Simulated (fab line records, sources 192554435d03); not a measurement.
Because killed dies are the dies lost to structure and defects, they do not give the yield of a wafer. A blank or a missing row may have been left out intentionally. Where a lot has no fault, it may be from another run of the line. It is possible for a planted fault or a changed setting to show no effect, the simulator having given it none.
8D (eight disciplines) problem report, filled in by code    flow n5-finfet    the parts of the form that need people (team, actions taken, sign-off) are left out

== 1. THE ISSUE ==
REXT_N at N5_BEOL_M4_RC_MEAS_101 reads a mean of 153.3 ohm.um on 6 wafers of 2 lots; wafers without a fault read 75.3 ohm.um with a standard deviation of 1.5. That puts it +52 standard deviations away from the usual mean.
Earliest sighting: wafer L421.2 on prober-02 at day 10 09:23. Wafers with a number at this step in the record: 27, from 9 lots. Rule for "out" (also "out of limits"): further than 4 standard deviations from the usual mean. Any other wafer with a number is counted as sound.

== 2. WHAT THIS IS AND IS NOT ==
question                     is                                                                           is not
which readings at this step  REXT_N, CJ_N, DIBL_N, IOFF_N, IOFF_N_85C, IOFF_N_LIN, ION_N, VT_N, VT_N_LVT  DIBL_P, IOFF_P, ION_P, VT_P
which lots                   L421, L422                                                                   L416, L426, L427, L428, L431, L432, L434
which wafers of those lots   all that have a number                                                       -
read on which gauges         prober-01, prober-02                                                         -
when                         from day 10 09:23                                                            up to then (3 sound wafers); but 18 sound wafers of L426, L427, L428, L431, L432, L434 came after

== 3. WHAT RULES OUT EACH SUSPECT ==
Counting: a tool at any process step up to the reading remains a suspect when it ran all the lots that are out and ran no sound lot after the first of those.
- the gauge at N5_BEOL_M4_RC_MEAS_101 has been ruled out. The wafers that are out were read on 2 gauges (prober-01, prober-02).
- epi-rpcvd-03 at N5_SD_EPI_N_VAPOR_ETCH_50 (etches Si in HCl, time 54 s): ruled out as a lasting fault. The sound lots L427, L428, L432, L434 went through it after L421, its earliest lot that is out (day 4 21:55).
- ald-sin-04 at N5_SD_EPI_N_LINER_46 (material SiNx, target thk 3 nm): ruled out as a lasting fault. The sound lots L431 went through it after L421, its earliest lot that is out (day 5 00:39).
Left after counting: nothing in the record.

== 4. THE CAUSE (what the simulator had put in) ==
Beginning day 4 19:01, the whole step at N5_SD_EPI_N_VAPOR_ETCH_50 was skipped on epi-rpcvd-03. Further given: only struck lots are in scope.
Counting ruled it out, wrongly: the rule takes a fault to strike every lot that its tool runs from its start on, and this one did not.

== 5. SEQUENCE OF EFFECTS, ordered by route ==
Rows list readings where the struck wafers' mean (over those with a number) sits beyond 3 standard deviations from the usual. Only readings for which the record gives a usual standard deviation are gone through. hours: the time from each lot's start at the first step in this table that gives one to its start at this step, as a median over the lots. sigmas: the change in usual standard deviations.
hours  step                     reading         usual           on struck wafers  change     sigmas
0      N5_BEOL_M4_RC_MEAS_101   CJ_N            4.37            3.93              -0.44      -5.5
0      N5_BEOL_M4_RC_MEAS_101   DIBL_N          36.3 mV/V       24.7              -11.6      -9.7
0      N5_BEOL_M4_RC_MEAS_101   IOFF_N          0.164 nA/um     0.043             -0.121     -6.0
0      N5_BEOL_M4_RC_MEAS_101   IOFF_N_85C      3.2 nA/um       1.0               -2.2       -6.4
0      N5_BEOL_M4_RC_MEAS_101   IOFF_N_LIN      0.075 nA/um     0.026             -0.049     -6.5
0      N5_BEOL_M4_RC_MEAS_101   IOFF_N_LONG     5.57e-05 nA/um  4.81e-05          -7.58e-06  -4.0
0      N5_BEOL_M4_RC_MEAS_101   ION_N           673 uA/um       522               -151       -18
0      N5_BEOL_M4_RC_MEAS_101   REXT_N          75.3 ohm.um     153.3             +78.0      +52
0      N5_BEOL_M4_RC_MEAS_101   SS_N            71.6 mV/dec     69.6              -2.0       -4.5
0      N5_BEOL_M4_RC_MEAS_101   VT_N            249.4 mV        272.3             +22.9      +9.5
0      N5_BEOL_M4_RC_MEAS_101   VT_N_LVT        98.3 mV         120.7             +22.4      +8.0
104    N5_PASSIVATION_PROBE_49  sort-n-pass     1076            0                 -1076      -60
104    N5_PASSIVATION_PROBE_49  sort-yield-pct  91.2 %          0.0               -91.2      -61
Process steps it contains:
- N5_PASSIVATION_PROBE_49
Readings that are blank on the struck wafers while sound wafers have them: chamber-pressure-Torr at N5_SD_EPI_N_VAPOR_ETCH_50; lamp-inner-pct at N5_SD_EPI_N_VAPOR_ETCH_50; throttle-valve-pct at N5_SD_EPI_N_VAPOR_ETCH_50.

== 6. HOW IT WOULD HAVE BEEN CAUGHT EARLIER ==
The first out-of-limits reading at a measuring or inspecting step in this record came at day 10 09:23, 134 hours after the fault's start at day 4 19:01.
At N5_SD_EPI_N_VAPOR_ETCH_50 the tool's readings are blank on the struck wafers, where sound wafers have them: an empty tool record is the first sign, and it was there at once.
